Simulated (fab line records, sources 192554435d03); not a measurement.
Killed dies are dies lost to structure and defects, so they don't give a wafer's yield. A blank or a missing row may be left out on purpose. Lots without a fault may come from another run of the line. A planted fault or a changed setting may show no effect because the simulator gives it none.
Chamber matching | flow n5_finfet | N5_FIN_SAQP_ETCH_34 on rie_diel-01: 4 sister chambers
The step etches SiO2 in C4F6/O2, target depth 45 nm, time 15 s. 16 wafers are shown with their chamber, then 8 later ones without.

WAFERS WITH THEIR CHAMBER
wafer  | chamber | throttle_valve_pct (%) | oes_o_777_au (a.u.) | oes_f_703_au (a.u.)
L076.1 | 1       | 21.06                  | 0.69                | 0.70
L076.2 | 0       | 21.55                  | 0.72                | 0.72
L076.4 | 1       | 21.06                  | 0.70                | 0.69
L078.1 | 0       | 21.56                  | 0.72                | 0.71
L078.2 | 1       | 21.08                  | 0.69                | 0.69
L078.3 | 2       | 20.91                  | 0.77                | 0.77
L079.1 | 2       | 20.92                  | 0.77                | 0.77
L079.2 | 1       | 21.06                  | 0.68                | 0.69
L079.3 | 0       | 21.57                  | 0.72                | 0.71
L083.1 | 1       | 21.08                  | 0.68                | 0.69
L083.3 | 0       | 21.56                  | 0.71                | 0.70
L083.5 | 1       | 21.09                  | 0.68                | 0.69
L086.2 | 3       | 20.86                  | 1.01                | 1.00
L086.5 | 2       | 20.95                  | 0.75                | 0.75
L086.6 | 3       | 20.84                  | 1.00                | 0.99
L088.1 | 3       | 20.87                  | 0.98                | 0.97

SIGNATURES (means of the wafers above)
reading            | chamber 0 | chamber 1 | chamber 2 | chamber 3 | scatter within a chamber
throttle_valve_pct | 21.5600   | 21.0717   | 20.9267   | 20.8567   | 0.0142
oes_o_777_au       | 0.7175    | 0.6867    | 0.7633    | 0.9967    | 0.00975
oes_f_703_au       | 0.7100    | 0.6917    | 0.7633    | 0.9867    | 0.0092
Rule: a wafer's distance from a chamber is the root of the sum, over the readings, of the square of ((its reading less the chamber's mean) divided by the reading's scatter). The wafer belongs to the nearest chamber; if the next one is less than 2 further off, it can't be placed. The scatter: the root of (the sum of the squares of (reading less its chamber's mean) over the shown wafers, divided by (wafers less chambers)).

WAFERS WITHOUT THEIR CHAMBER
wafer  | throttle_valve_pct (%) | oes_o_777_au (a.u.) | oes_f_703_au (a.u.)
L088.3 | 20.95                  | 0.74                | 0.75
L088.4 | 20.85                  | 0.97                | 0.97
L090.1 | 20.87                  | 0.95                | 0.95
L090.3 | 20.72                  | 0.99                | 0.98
L090.5 | 20.73                  | 0.98                | 0.98
L091.1 | 20.94                  | 0.75                | 0.74
L091.5 | 20.89                  | 0.95                | 0.94
L091.6 | 20.72                  | 0.97                | 0.97

WHICH CHAMBER EACH WENT THROUGH
wafer  | from the rows above | in truth
L088.3 | 2                   | 2
L088.4 | 3                   | 3
L090.1 | 3                   | 3
L090.3 | 3                   | 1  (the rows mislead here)
L090.5 | 3                   | 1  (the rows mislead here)
L091.1 | 2                   | 2
L091.5 | 3                   | 3
L091.6 | 3                   | 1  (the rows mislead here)
Placed correctly: 5 of 8. Can't be placed from these rows: 0. Placed wrongly: 3.
